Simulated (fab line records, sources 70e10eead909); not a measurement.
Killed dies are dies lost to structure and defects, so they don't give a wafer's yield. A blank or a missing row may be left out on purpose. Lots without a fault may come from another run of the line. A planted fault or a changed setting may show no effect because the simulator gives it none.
Chamber matching | flow nand_harc | NHARC_A_BLC_STRIP_21 on rie_diel-06: 4 sister chambers
The step strips in O2. 33 wafers are shown with their chamber, then 12 later ones without.

WAFERS WITH THEIR CHAMBER
wafer  | chamber | drypump_motor_current_A (A) | showerhead_plenum_p_Torr (Torr) | rf_vpp_V (V)
L074.1 | 1       | 6.2                         | 3.28                            | 56.5
L074.3 | 2       | 4.9                         | 3.37                            | 57.9
L074.5 | 2       | 5.0                         | 3.37                            | 56.8
L076.1 | 1       | 6.2                         | 3.28                            | 54.6
L076.4 | 0       | 5.6                         | 3.49                            | 58.1
L076.5 | 3       | 5.1                         | 3.40                            | 58.3
L079.1 | 1       | 6.2                         | 3.28                            | 57.8
L079.2 | 0       | 5.6                         | 3.49                            | 57.6
L079.6 | 2       | 5.0                         | 3.37                            | 56.8
L081.3 | 0       | 5.6                         | 3.49                            | 57.0
L081.4 | 3       | 5.1                         | 3.40                            | 56.7
L081.5 | 0       | 5.6                         | 3.49                            | 58.0
L082.1 | 3       | 5.0                         | 3.39                            | 57.2
L082.2 | 0       | 5.6                         | 3.48                            | 58.1
L082.3 | 2       | 5.0                         | 3.36                            | 57.9
L085.2 | 0       | 5.6                         | 3.48                            | 57.1
L085.4 | 2       | 5.0                         | 3.36                            | 58.5
L085.6 | 1       | 6.2                         | 3.28                            | 57.1
L084.3 | 2       | 5.0                         | 3.36                            | 57.0
L084.4 | 0       | 5.6                         | 3.48                            | 54.8
L084.6 | 0       | 5.6                         | 3.48                            | 57.9
L086.1 | 1       | 6.2                         | 3.27                            | 56.9
L086.2 | 0       | 5.6                         | 3.48                            | 58.0
L086.4 | 2       | 5.0                         | 3.36                            | 57.9
L087.1 | 2       | 5.0                         | 3.36                            | 56.5
L087.5 | 3       | 5.1                         | 3.39                            | 58.1
L087.6 | 0       | 5.6                         | 3.48                            | 58.7
L091.1 | 2       | 5.0                         | 3.36                            | 57.3
L091.2 | 3       | 5.1                         | 3.39                            | 57.2
L091.4 | 1       | 6.2                         | 3.27                            | 57.2
L093.2 | 2       | 5.0                         | 3.36                            | 58.7
L093.3 | 3       | 5.1                         | 3.39                            | 57.1
L093.5 | 2       | 5.0                         | 3.36                            | 57.6

SIGNATURES (means of the wafers above)
reading                  | chamber 0 | chamber 1 | chamber 2 | chamber 3 | scatter within a chamber
drypump_motor_current_A  | 5.600     | 6.200     | 4.991     | 5.083     | 0.0245
showerhead_plenum_p_Torr | 3.4840    | 3.2767    | 3.3627    | 3.3933    | 0.005
rf_vpp_V                 | 57.530    | 56.683    | 57.536    | 57.433    | 0.905
Rule: a wafer's distance from a chamber is the root of the sum, over the readings, of the square of ((its reading less the chamber's mean) divided by the reading's scatter). The wafer belongs to the nearest chamber; if the next one is less than 2 further off, it can't be placed. The scatter: the root of (the sum of the squares of (reading less its chamber's mean) over the shown wafers, divided by (wafers less chambers)).

WAFERS WITHOUT THEIR CHAMBER
wafer  | drypump_motor_current_A (A) | showerhead_plenum_p_Torr (Torr) | rf_vpp_V (V)
L092.3 | 5.6                         | 3.48                            | 56.8
L092.4 | 6.2                         | 3.27                            | 57.2
L092.5 | 4.9                         | 3.36                            | 57.4
L094.2 | 5.6                         | 3.48                            | 57.0
L094.3 | 5.1                         | 3.39                            | 57.2
L094.4 | 5.0                         | 3.36                            | 57.3
L096.1 | 5.1                         | 3.39                            | 57.9
L096.2 | 6.2                         | 3.27                            | 56.6
L096.5 | 5.0                         | 3.36                            | 57.5
L097.2 | 5.0                         | 3.39                            | 56.4
L097.4 | 5.0                         | 3.36                            | 56.7
L097.6 | 5.0                         | 3.36                            | 58.9

WHICH CHAMBER EACH WENT THROUGH
wafer  | from the rows above     | in truth
L092.3 | 0                       | 0
L092.4 | 1                       | 1
L092.5 | 2                       | 2
L094.2 | 0                       | 0
L094.3 | 3                       | 3
L094.4 | 2                       | 2
L096.1 | 3                       | 3
L096.2 | 1                       | 1
L096.5 | 2                       | 2
L097.2 | can't be placed: 3 or 2 | 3
L097.4 | 2                       | 2
L097.6 | 2                       | 2
Placed correctly: 11 of 12. Can't be placed from these rows: 1 (the true chamber is among the candidates in 1). Placed wrongly: 0.
